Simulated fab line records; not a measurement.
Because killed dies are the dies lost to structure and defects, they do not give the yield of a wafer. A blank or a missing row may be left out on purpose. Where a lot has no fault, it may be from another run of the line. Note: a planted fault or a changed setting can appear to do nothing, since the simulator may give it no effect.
Chamber matching    flow nand harc    rie diel-03 running NHARC_A_STAIRCASE_ETCH_13: 4 sister chambers
The step etches the open film in C4F8/O2, target depth 100 nm, time 40.5 s. 4 wafers are shown with their chamber, then 7 later ones without.

== WAFERS PAIRED WITH THEIR CHAMBERS ==
wafer   chamber  rf vpp V (V)
L999.2  1        897
L999.3  2        901
L101.6  3        891
L103.5  0        896

== WAFERS WITHOUT THEIR CHAMBER ==
wafer   rf vpp V (V)
L103.6  896
L104.1  890
L104.2  896
L104.4  898
L105.1  891
L105.2  899
L105.4  896

== EACH ONE'S CHAMBER ==
wafer   from the rows above           in truth
L103.6  can't be placed: 0 or 1       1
L104.1  3                             3
L104.2  can't be placed: 0 or 1       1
L104.4  can't be placed: 1 or 0       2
L105.1  3                             3
L105.2  can't be placed: 1 or 2 or 0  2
L105.4  can't be placed: 0 or 1       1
Correctly placed: 2 of 7. Can't be placed from these rows: 5 (the true chamber is among the candidates in 4). Wrongly placed: 0.
How it was worked out, from the rows above alone: a wafer's distance from a chamber is the root of the sum, over the readings, of the square of ((its reading less the chamber's mean) divided by the reading's scatter). The wafer belongs to the nearest chamber; if the next one is less than 2 further off, it can't be placed. A chamber's mean is the mean of its shown wafers. The scatter: with one shown wafer a chamber, the root of the mean of the squares of how far each hidden wafer lies from its nearest shown one.
